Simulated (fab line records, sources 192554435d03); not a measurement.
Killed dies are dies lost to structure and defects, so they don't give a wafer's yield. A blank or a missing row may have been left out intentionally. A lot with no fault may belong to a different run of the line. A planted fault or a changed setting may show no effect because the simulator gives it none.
fab line records | flow n5Finfet
[record] lots = 10 wafers = 29 lastDay = 17
route steps=1938 shown HKMG_FIN@400 BEOL_M4@1111 PASSIVATION@1936
lots that met no fault: from a run of the same line without faults
startH: hours from the record's first day to the start of the lot's first wafer shown | waitH: how many hours have passed since the lot's step before this one | " identical to the entry in the row above | L1.1+2: a row that stands for several wafers | - no value, or no start was given | * or withheld: withheld | < > ~ a bound
route shown NAME@n: a module of which the file shows steps, and the number in the route of the first | usual: mean/standard deviation taken from wafers without a fault | same: alike in all rows | chamber/n: place in a boat | sites: per-site readings | _std_site: how widely they spread, as a standard deviation | _edge_site: outer sites' mean less inner sites' | radiusMm: for every site, how far away it sits from the centre of the wafer | mask NAME#n: copy n | behind: tool/chamber where the wafer was last shaped | hold: why the lot was held/for how many hours/how that ended | device: transistor that didn't switch, given as n, p or np | end of line: the same wafers' tests at the end of the route | for a step that has no rows: nothing shown but its recipe | killed: dies lost to structure and defects at the first sort, not the wafer's yield | map: a wafer's dies, marking killed ones x, the rest . and places with no die _
set.NAME: setting as actually run; set.NAME@STEP: the setting as run at that earlier step | model.NAME: the simulator's own value behind a step, which no gauge read
a sample of lots followed through the steps of the route, with each step as a table and each wafer as a row
services: from which hour (startH, from the record's first day; less than 0 if before it) a tool's chamber was out of use, for how many hours, and why
[[steps]]
[step N5_HKMG_FIN_INSPECT_61]
[recipe] mode = adi inspectInstrument = macro
[usual] rawDefectCount = 1.9/1.5
// columns lot.wafer tool chamber startH waitH rawDefectCount
L505.3 defectInspect-01 - 71.31 0.0 3
L505.5 " - " " 1
L505.6 " - " " 0
L506.3 defectInspect-02 - 75.14 0.0 2
L506.4 " - " " 2
L506.6 " - " " 0
L513.1 defectInspect-01 - 120.56 0.0 0
L513.2 " - " " 2
L513.3 " - " " 2
L514.3 defectInspect-01 - 125.03 0.0 4
L514.4 " - " " 0
L514.5 " - " " 5
L518.4 defectInspect-01 - 153.23 0.0 2
L518.5 " - " " 3
L521.2 defectInspect-01 - 173.94 0.0 0
L521.5 " - " " 0
L521.6 " - " " 4
L522.1 defectInspect-02 - 178.18 0.0 2
L522.2 " - " " 0
L522.6 " - " " 0
L524.2 defectInspect-02 - 189.55 0.0 1
L524.4 " - " " 1
L524.5 " - " " 1
L527.2 defectInspect-02 - 206.16 0.0 1
L527.4 " - " " 5
L527.5 " - " " 1
L528.1 defectInspect-02 - 208.77 0.0 5
L528.3 " - " " 2
L528.5 " - " " 0
[step N5_HKMG_FIN_STRIP_57]
[recipe] chemistry = CF4 resist = SiARC powerW = 300 biasPowerW = 75 pressureMtorr = 50 cf4FlowSccm = 150 rfFrequencyHz = 6e+07
[usual] cf4FlowSccm = 150.0/0.45 drypumpMotorCurrentA = 5.7/0.46 oesProductAu = 0.77/0.054 rfVppV = 271.8/1.2 showerheadPlenumPTorr = 1.82/0.037 throttleValvePct = 13.63/0.2
// columns lot.wafer tool chamber startH waitH cf4FlowSccm drypumpMotorCurrentA oesProductAu rfHoursCounterH rfVppV showerheadPlenumPTorr throttleValvePct
L505.3 rieDiel-06 1 71.63 0.0 149.2 5.7 0.72 167 272.7 1.87 13.72
L505.5 " 1 " " 149.8 5.7 0.71 - 272.3 1.87 13.72
L505.6 " 2 " " 150.2 5.5 0.81 - 270.4 1.82 13.42
L506.3 rieDiel-02 2 75.52 0.0 149.9 5.1 0.75 159 270.7 1.80 13.93
L506.4 " 1 " " 150.3 6.3 0.72 195 271.2 1.77 13.41
L506.6 " 3 " " 151.1 5.9 0.77 - 273.3 1.81 13.79
L513.1 rieDiel-06 2 120.95 0.0 149.9 5.5 0.79 92 270.4 1.81 13.46
L513.2 " 1 " " 150.2 5.7 0.71 184 273.0 1.87 13.77
L513.3 " 0 " " 149.6 6.4 0.72 178 271.8 1.79 13.87
L514.3 rieDiel-05 2 125.34 0.0 150.8 4.9 0.75 167 272.5 1.86 13.38
L514.4 " 0 " " 149.8 5.5 0.78 97 269.7 1.80 13.73
L514.5 " 2 " " 150.9 4.9 0.74 - 273.2 1.86 13.40
L518.4 rieDiel-05 1 153.54 0.0 149.1 6.2 0.84 72 270.0 1.82 13.58
L518.5 " 2 " " 150.1 4.9 0.74 - 273.7 1.86 13.43
L521.2 rieDiel-02 3 174.25 0.0 149.9 5.9 0.77 116 271.4 1.80 13.86
L521.5 " 2 " " 150.1 5.1 0.72 - 269.7 1.79 14.00
L521.6 " 1 " " 150.2 6.3 0.70 - 271.1 1.77 13.49
L522.1 rieDiel-02 3 178.49 0.0 150.2 5.9 0.76 118 271.6 1.80 13.85
L522.2 " 1 " " 149.4 6.2 0.70 222 271.1 1.77 13.46
L522.6 " 0 " " 150.7 6.6 0.85 - 272.7 1.89 13.52
L524.2 rieDiel-06 2 189.87 0.0 149.7 5.5 0.76 120 271.3 1.80 13.50
L524.4 " 3 " " 150.7 5.7 0.81 95 271.6 1.80 13.61
L524.5 " 0 " " 151.0 6.4 0.69 - 270.3 1.78 13.95
L527.2 rieDiel-02 1 206.50 0.0 149.6 6.3 0.70 232 270.2 1.76 13.51
L527.4 " 3 " " 150.8 5.9 0.74 129 270.5 1.80 13.89
L527.5 " 3 " " 150.2 5.8 0.75 - 271.3 1.80 13.88
L528.1 rieDiel-02 3 209.09 0.0 150.7 5.9 0.75 130 272.5 1.80 13.88
L528.3 " 1 " " 149.5 6.3 0.69 233 270.5 1.76 13.50
L528.5 " 1 " " 149.2 6.3 0.69 - 271.1 1.76 13.51
[step N5_HKMG_FIN_PWFM_ALD_03]
[recipe] material = TiN targetThkA = 20 tempC = 400 aldPrecursorFamily = TiCl4 aldCoReactant = NH3 pulseTimeS = 1 purgeTimeS = 3 coReactantPurgeTimeS = 2 coReactantPulseTimeS = 2 aldCycles = 91 pressureTorr = 3
[usual] heaterPowerW = 924/93 precursorPulseHeightRel = 0.998/0.019
// columns lot.wafer tool chamber startH waitH heaterPowerW precursorPulseHeightRel
L505.3 aldMetal-02 0 73.79 0.0 1144 0.996
L505.5 " 0 " " 1168 1.011
L505.6 " 1 " " 929 1.001
L506.3 aldMetal-01 0 77.83 0.0 951 0.993
L506.4 " 2 " " 835 0.978
L506.6 " 3 " " 937 0.990
L513.1 aldMetal-04 1 123.12 0.0 901 1.006
L513.2 " 3 " " 964 1.026
L513.3 " 0 " " 896 0.997
L514.3 aldMetal-04 1 127.50 0.0 886 0.995
L514.4 " 3 " " 984 1.008
L514.5 " 1 " " 865 1.042
L518.4 aldMetal-02 1 155.86 0.0 910 0.979
L518.5 " 3 " " 802 0.992
L521.2 aldMetal-01 2 176.44 0.0 820 1.044
L521.5 " 2 " " 856 1.035
L521.6 " 1 " " 954 0.969
L522.1 aldMetal-01 0 180.68 0.0 955 0.975
L522.2 " 2 " " 820 1.006
L522.6 " 3 " " 918 1.020
L524.2 aldMetal-01 3 192.23 0.2 931 0.989
L524.4 " 1 " " 931 1.008
L524.5 " 1 " " 927 1.019
L527.2 aldMetal-01 1 208.67 0.0 943 1.019
L527.4 " 0 " " 952 1.013
L527.5 " 3 " " 908 0.976
L528.1 aldMetal-01 0 211.42 0.0 957 1.052
L528.3 " 3 " " 932 1.002
L528.5 " 1 " " 918 0.999
[step N5_HKMG_FIN_COAT_06]
[recipe] resist = CAR-ArF spinRpm = 1500 resistThkNm = 90
[usual] spinSpeedRpm = 1499.8/0.99
// columns lot.wafer tool chamber startH waitH spinSpeedRpm
L505.3 lithoTrack-04 0 74.26 - 1499.3
L505.5 " 0 " " 1500.5
L505.6 " 0 " " 1500.7
L506.3 lithoTrack-02 0 78.31 - 1500.2
L506.4 " 0 " " 1499.4
L506.6 " 0 " " 1500.6
L513.1 lithoTrack-04 0 123.59 - 1247.5
L513.2 " 0 " " 1248.6
L513.3 " 0 " " 1247.2
L514.3 lithoTrack-04 0 127.98 - 1247.1
L514.4 " 0 " " 1249.2
L514.5 " 0 " " 1246.4
L518.4 lithoTrack-03 0 156.33 - 1500.0
L518.5 " 0 " " 1500.4
L521.2 lithoTrack-03 0 176.92 - 1499.7
L521.5 " 0 " " 1498.5
L521.6 " 0 " " 1500.0
L522.1 lithoTrack-03 0 181.16 - 1501.0
L522.2 " 0 " " 1502.1
L522.6 " 0 " " 1500.6
L524.2 lithoTrack-03 0 192.70 - 1500.8
L524.4 " 0 " " 1500.7
L524.5 " 0 " " 1499.4
L527.2 lithoTrack-04 0 209.15 - 1500.4
L527.4 " 0 " " 1499.4
L527.5 " 0 " " 1499.9
L528.1 lithoTrack-02 0 211.90 - 1499.1
L528.3 " 0 " " 1499.9
L528.5 " 0 " " 1500.1
[step N5_BEOL_M4_RC_MEAS_101]
[usual] DIBL_N = 35.9/1.6 DIBL_P = 35.6/2.1 IOFF_N = 0.149/0.029 IOFF_P = 0.20/0.033 ION_N = 671/11 ION_P = 460/7.3 SS_N = 71.4/0.62 SS_P = 73.2/0.65 VT_N = 251/3.1 VT_P = -251/3.4
// columns lot.wafer tool chamber startH waitH DIBL_N[mV/V] DIBL_P[mV/V] IOFF_N[nA/um] IOFF_P[nA/um] ION_N[uA/um] ION_P[uA/um] SS_N[mV/dec] SS_P[mV/dec] VT_N[mV] VT_P[mV]
L505.3 prober-02 0 165.61 0.3 35.4 33.8 0.133 0.15 662 445 70.8 72.5 251 -258
L505.5 " 0 " " 34.5 34.4 0.124 0.15 656 451 70.5 72.7 254 -256
L505.6 " 0 " " 34.0 34.4 0.116 0.16 655 453 69.8 72.6 254 -257
L506.3 prober-01 0 166.34 0.3 36.1 35.7 0.154 0.20 668 459 71.1 73.1 253 -249
L506.4 " 0 " " 36.0 36.3 0.150 0.22 666 460 71.1 73.1 252 -248
L506.6 " 0 " " 34.9 33.9 0.130 0.18 672 459 70.7 73.0 253 -252
L513.1 prober-01 0 209.04 0.0 36.0 38.9 0.162 0.24 676 477 70.3 73.6 250 -247
L513.2 " 0 " " 36.4 37.9 0.158 0.22 681 468 71.3 73.6 248 -248
L513.3 " 0 " " 36.3 38.7 0.175 0.24 704 480 71.8 73.8 248 -245
L514.3 prober-01 0 222.92 0.3 32.7 32.2 0.106 0.16 651 456 70.9 72.7 256 -254
L514.4 " 0 " " 35.6 35.6 0.159 0.21 677 472 70.7 73.2 247 -247
L514.5 " 0 " " 34.3 34.7 0.128 0.19 666 459 70.7 73.2 254 -249
L518.4 prober-01 0 247.06 0.5 35.1 33.3 0.135 0.19 662 461 71.3 73.0 253 -251
L518.5 " 0 " " 34.1 32.3 0.118 0.18 664 455 70.7 72.6 254 -251
L521.2 prober-02 0 257.76 0.2 36.0 33.6 0.126 0.16 662 457 71.7 72.8 252 -255
L521.5 " 0 " " 37.8 36.3 0.148 0.20 673 454 71.1 73.7 251 -251
L521.6 " 0 " " 35.8 34.2 0.125 0.17 663 459 71.1 73.1 254 -252
L522.1 prober-02 0 273.80 0.0 37.3 38.0 0.163 0.23 665 458 72.7 73.9 250 -251
L522.2 " 0 " " 36.2 35.3 0.141 0.18 656 450 71.8 73.1 253 -257
L522.6 " 0 " " 36.7 35.5 0.150 0.19 661 458 72.4 73.3 253 -254
L524.2 prober-02 0 281.01 0.2 35.2 34.6 0.132 0.20 664 459 71.1 73.1 252 -249
L524.4 " 0 " " 34.2 32.9 0.123 0.18 653 455 71.3 72.2 254 -251
L524.5 " 0 " " 35.3 34.5 0.137 0.19 656 454 71.7 72.8 253 -250
L527.2 prober-02 0 300.61 0.2 36.8 35.2 0.157 0.21 681 468 70.7 73.0 253 -250
L527.4 " 0 " " 38.7 38.1 0.199 0.26 683 467 71.9 73.8 245 -244
L527.5 " 0 " " 39.1 38.4 0.213 0.27 697 475 72.5 74.2 244 -248
L528.1 prober-02 0 303.75 0.0 34.6 34.7 0.133 0.19 665 458 71.8 72.8 251 -251
L528.3 " 0 " " 34.9 33.6 0.135 0.16 679 461 71.3 72.4 252 -253
L528.5 " 0 " " 35.7 34.8 0.154 0.19 681 459 71.5 73.6 250 -249
[step N5_PASSIVATION_PROBE_49]
[usual] defectLimitedYield = 90.9/1.5 killed_at_M0_to_M3 = 36/9.9 killed_at_M4_up = 13/4.5 killedAtContacts = 13/6.4 killedAtFrontEnd = 42/12 killedAtOther = 3.4/3 killedDies = 107/18 killedOpen = 69/13 killedShort = 35/8.2 sort_bin_5_function = 5.3/1.1 sort_bin_6_memory = 3.4/0.69 sortNPass = 1073/18 sortYieldPct = 90.9/1.5
[same] grossDies = 1180 killedAtBackSide = 0 sort_bin_4_leakage[%] = 0 sort_bin_8_speed[%] = 0
// columns lot.wafer tool chamber startH waitH defectLimitedYield[%] killed_at_M0_to_M3 killed_at_M4_up killedAtContacts killedAtFrontEnd killedAtOther killedDies killedOpen killedShort sort_bin_5_function[%] sort_bin_6_memory[%] sortNPass sortYieldPct[%]
L505.3 prober-02 - 258.70 0.1 90.3 37 14 16 47 1 115 77 33 5.2 4.2 1065 90.3
L505.5 prober-02 - 258.80 0.2 89.4 43 9 20 49 4 125 87 38 6.6 3.7 1055 89.4
L505.6 prober-02 - 258.85 0.3 88.2 60 14 11 51 3 139 88 48 6.8 4.2 1041 88.2
L506.3 prober-01 - 258.70 0.1 92.0 44 7 9 31 3 94 58 34 4.6 3.1 1086 92.0
L506.4 prober-01 - 258.75 0.2 89.8 48 9 24 37 2 120 79 39 5.8 3.9 1060 89.8
L506.6 prober-01 - 258.85 0.3 91.2 38 19 12 33 2 104 67 37 4.8 3.5 1076 91.2
L513.1 prober-01 - 306.36 0.0 92.5 41 7 7 25 8 88 51 37 5.2 1.7 1092 92.5
L513.2 prober-01 - 306.41 0.1 93.0 40 11 6 19 7 83 51 32 4.5 2.2 1097 93.0
L513.3 prober-01 - 306.46 0.1 88.8 51 13 15 51 2 132 82 50 6.9 3.6 1048 88.8
L518.4 prober-02 - 344.10 0.2 92.2 24 9 11 43 5 92 66 25 4.4 3.3 1088 92.2
L518.5 prober-02 - 344.15 0.2 91.0 33 10 16 39 8 106 70 35 5.3 3.4 1074 91.0
L522.1 prober-01 - 382.15 0.0 92.2 15 11 18 46 2 92 62 30 4.3 3.3 1088 92.2
L522.2 prober-01 - 382.20 0.1 92.5 27 14 12 34 2 89 57 28 4.2 3.0 1091 92.5
L522.6 prober-01 - 382.40 0.3 92.5 24 10 19 31 5 89 57 28 4.3 2.9 1091 92.5
L527.2 prober-02 - 394.99 0.1 91.9 29 9 22 35 1 96 62 31 4.6 3.2 1084 91.9
L527.4 prober-02 - 395.09 0.2 89.5 48 9 16 45 6 124 84 39 6.2 4.1 1056 89.5
L527.5 prober-02 - 395.14 0.2 91.4 36 6 26 31 3 102 68 31 5.3 3.1 1078 91.4
L528.1 prober-02 - 407.23 0.0 89.2 38 12 23 47 7 127 84 40 6.9 3.7 1053 89.2
L528.3 prober-02 - 407.33 0.1 89.5 44 11 19 47 3 124 88 31 5.9 4.3 1056 89.5
L528.5 prober-02 - 407.43 0.2 91.3 36 19 13 34 1 103 71 28 4.8 3.8 1077 91.3
// killed by level:class
L505.3 MOL_CONTACT_COAG:geometricParticle:open=14 FIN_SAQP:geometricParticle:open=13 STI_FIN_REVEAL:geometricParticle:open=10 BEOL_M2:geometricParticle:open=9 FIN_SAQP:geometricParticle:short=7 BEOL_M3:geometricParticle:open=7 STI_FIN_REVEAL:geometricParticle:short=5 BEOL_M0_SAQP:geometricParticle:open=5
L506.3 BEOL_M0_SAQP:geometricParticle:short=12 BEOL_M0_SAQP:geometricParticle:open=11 MOL_CONTACT_COAG:geometricParticle:open=9 FIN_SAQP:geometricParticle:short=8 FIN_SAQP:geometricParticle:open=8 BEOL_M1:geometricParticle:open=7 BEOL_M2:geometricParticle:open=5 STI_FIN_REVEAL:geometricParticle:open=4
L506.4 MOL_CONTACT_COAG:geometricParticle:open=19 BEOL_M0_SAQP:geometricParticle:short=16 BEOL_M0_SAQP:geometricParticle:open=14 STI_FIN_REVEAL:geometricParticle:open=9 FIN_SAQP:geometricParticle:open=7 BEOL_M2:geometricParticle:open=7 STARTING-WAFER:geometricParticle:short=6 FIN_SAQP:geometricParticle:short=5
L505.5 STI_FIN_REVEAL:geometricParticle:open=16 MOL_CONTACT_COAG:geometricParticle:open=16 BEOL_M2:geometricParticle:open=13 FIN_SAQP:geometricParticle:short=8 FIN_SAQP:geometricParticle:open=8 BEOL_M1:geometricParticle:open=7 BEOL_M0_SAQP:geometricParticle:open=6 BEOL_M0_SAQP:geometricParticle:short=6
L505.6 FIN_SAQP:geometricParticle:open=18 BEOL_M0_SAQP:geometricParticle:open=13 FIN_SAQP:geometricParticle:short=10 BEOL_M2:geometricParticle:open=10 BEOL_M0_SAQP:geometricParticle:short=8 MOL_CONTACT_COAG:geometricParticle:open=8 BEOL_M3:geometricParticle:open=7 BEOL_M0:geometricParticle:short=6
L506.6 BEOL_M0_SAQP:geometricParticle:short=15 MOL_CONTACT_COAG:geometricParticle:open=10 BEOL_M0_SAQP:geometricParticle:open=9 FIN_SAQP:geometricParticle:short=8 FIN_SAQP:geometricParticle:open=7 STI_FIN_REVEAL:geometricParticle:open=6 BEOL_M1:geometricParticle:open=6 BEOL_M4:geometricParticle:open=4
L513.1 BEOL_M0_SAQP:geometricParticle:open=19 BEOL_M0_SAQP:geometricParticle:short=9 MOL_CONTACT_COAG:geometricParticle:open=6 FIN_SAQP:geometricParticle:open=4 FIN_SAQP:geometricParticle:short=4 BEOL_M0:geometricParticle:short=4 ILD0:geometricParticle:short=4 GATE_CUT:geometricParticle:short=3
L513.2 BEOL_M0_SAQP:geometricParticle:open=11 BEOL_M2:geometricParticle:open=11 BEOL_M0_SAQP:geometricParticle:short=9 BEOL_M4:geometricParticle:open=6 GATE_CUT:geometricParticle:short=5 BEOL_M0:geometricParticle:short=5 DUMMY_GATE:geometricParticle:open=4 MOL_CONTACT_COAG:geometricParticle:open=4
L513.3 STI_FIN_REVEAL:geometricParticle:open=16 BEOL_M0_SAQP:geometricParticle:open=16 BEOL_M0_SAQP:geometricParticle:short=14 MOL_CONTACT_COAG:geometricParticle:open=11 STI_FIN_REVEAL:geometricParticle:short=9 BEOL_M2:geometricParticle:open=7 BEOL_M2:geometricParticle:short=5 BEOL_M4:geometricParticle:open=5
L518.4 FIN_SAQP:geometricParticle:open=11 GATE_CUT:geometricParticle:short=10 MOL_CONTACT_COAG:geometricParticle:open=9 STI_FIN_REVEAL:geometricParticle:open=8 DUMMY_GATE:geometricParticle:open=6 BEOL_M3:geometricParticle:open=6 BEOL_M0_SAQP:geometricParticle:short=5 BEOL_M0:geometricParticle:open=4
L518.5 STI_FIN_REVEAL:geometricParticle:open=13 MOL_CONTACT_COAG:geometricParticle:open=11 FIN_SAQP:geometricParticle:short=7 BEOL_M3:geometricParticle:open=6 MOL_CONTACT_COAG:geometricParticle:short=5 BEOL_M0_SAQP:geometricParticle:open=5 BEOL_M1:geometricParticle:open=5 BEOL_M2:geometricParticle:open=5
L522.1 FIN_SAQP:geometricParticle:open=15 MOL_CONTACT_COAG:geometricParticle:open=13 FIN_SAQP:geometricParticle:short=10 BEOL_M4:geometricParticle:open=8 STI_FIN_REVEAL:geometricParticle:open=6 MOL_CONTACT_COAG:geometricParticle:short=5 GATE_CUT:geometricParticle:open=4 BEOL_M0_SAQP:geometricParticle:open=4
L522.2 MOL_CONTACT_COAG:geometricParticle:open=9 FIN_SAQP:geometricParticle:short=7 BEOL_M1:geometricParticle:open=7 FIN_SAQP:geometricParticle:open=6 STI_FIN_REVEAL:geometricParticle:open=6 BEOL_M0_SAQP:geometricParticle:short=6 BEOL_M0_SAQP:geometricParticle:open=5 BEOL_M3:geometricParticle:open=5
L522.6 MOL_CONTACT_COAG:geometricParticle:open=13 FIN_SAQP:geometricParticle:open=6 STI_FIN_REVEAL:geometricParticle:open=6 MOL_CONTACT_COAG:geometricParticle:short=6 BEOL_M4:geometricParticle:open=6 BEOL_M0_SAQP:geometricParticle:short=5 GATE_CUT:geometricParticle:open=4 BEOL_M1:geometricParticle:open=4
L527.2 MOL_CONTACT_COAG:geometricParticle:open=15 FIN_SAQP:geometricParticle:open=9 FIN_SAQP:geometricParticle:short=9 BEOL_M1:geometricParticle:open=9 DUMMY_GATE:geometricParticle:open=8 MOL_CONTACT_COAG:geometricParticle:short=7 BEOL_M3:geometricParticle:open=5 BEOL_M0_SAQP:geometricParticle:short=4
L527.4 BEOL_M3:geometricParticle:open=20 FIN_SAQP:geometricParticle:open=16 MOL_CONTACT_COAG:geometricParticle:open=13 FIN_SAQP:geometricParticle:short=10 BEOL_M0_SAQP:geometricParticle:open=7 BEOL_M0_SAQP:geometricParticle:short=6 BEOL_M2:geometricParticle:open=5 ILD0:geometricParticle:short=4
L527.5 MOL_CONTACT_COAG:geometricParticle:open=23 BEOL_M0_SAQP:geometricParticle:open=11 BEOL_M2:geometricParticle:open=7 GATE_CUT:geometricParticle:short=6 FIN_SAQP:geometricParticle:short=4 FIN_SAQP:geometricParticle:open=4 STARTING-WAFER:geometricParticle:open=4 STARTING-WAFER:geometricParticle:short=4
L528.1 MOL_CONTACT_COAG:geometricParticle:open=18 FIN_SAQP:geometricParticle:open=14 BEOL_M3:geometricParticle:open=13 FIN_SAQP:geometricParticle:short=12 STI_FIN_REVEAL:geometricParticle:open=6 BEOL_M0_SAQP:geometricParticle:short=6 BEOL_M1:geometricParticle:open=6 DUMMY_GATE:geometricParticle:open=5
L528.3 MOL_CONTACT_COAG:geometricParticle:open=16 STI_FIN_REVEAL:geometricParticle:open=12 BEOL_M0_SAQP:geometricParticle:open=9 BEOL_M0:geometricParticle:open=9 BEOL_M3:geometricParticle:open=8 FIN_SAQP:geometricParticle:open=7 FIN_SAQP:geometricParticle:short=7 DUMMY_GATE:geometricParticle:open=6
L528.5 BEOL_M1:geometricParticle:open=12 STI_FIN_REVEAL:geometricParticle:open=10 MOL_CONTACT_COAG:geometricParticle:open=10 BEOL_M4:geometricParticle:open=8 BEOL_M0_SAQP:geometricParticle:open=6 BEOL_M3:geometricParticle:open=5 BEOL_M2:geometricParticle:open=5 STI_FIN_REVEAL:geometricParticle:short=4
[[services]]
// columns tool chamber startH hours kind
rieDiel-02 0 64.99 3.1 repair
aldMetal-04 2 67.38 10.5 repair
aldMetal-04 1 74.34 10.1 repair
aldMetal-01 - 82.99 2.1 repair
rieDiel-06 3 91.74 2.4 repair
aldMetal-04 2 107.16 4.8 repair
aldMetal-02 3 137.13 1.5 repair
lithoTrack-02 - 142.72 - consumableReplace:filter
rieDiel-02 - 156.72 16.8 repair
aldMetal-04 - 156.82 2.9 repair
rieDiel-06 1 161.09 4.9 repair
rieDiel-05 2 164.28 5.6 repair
lithoTrack-03 - 176.20 - consumableReplace:filter
aldMetal-02 3 177.12 19.9 repair
rieDiel-06 3 211.16 15.1 repair
[[key]]
[firstSign] step = N5_HKMG_FIN_COAT_06 reading = spinSpeedRpm direction = down sigmas = 99+ usual = * struck = *
effect none on later readings
metAt N5_HKMG_FIN_COAT_06
struckLots L513,L514
notActingAt N5_HKMG_FIN_INSPECT_61,N5_HKMG_FIN_STRIP_57,N5_HKMG_FIN_PWFM_ALD_03
onsetBetween 74.26 123.59
[fault] kind = processParameterDrift tool = lithoTrack-04 chamber = - onsetH = 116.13 steps = N5_HKMG_FIN_COAT_06 channel = spinRpm offset = * shape = step endH = 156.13 actsIn = * stated = *
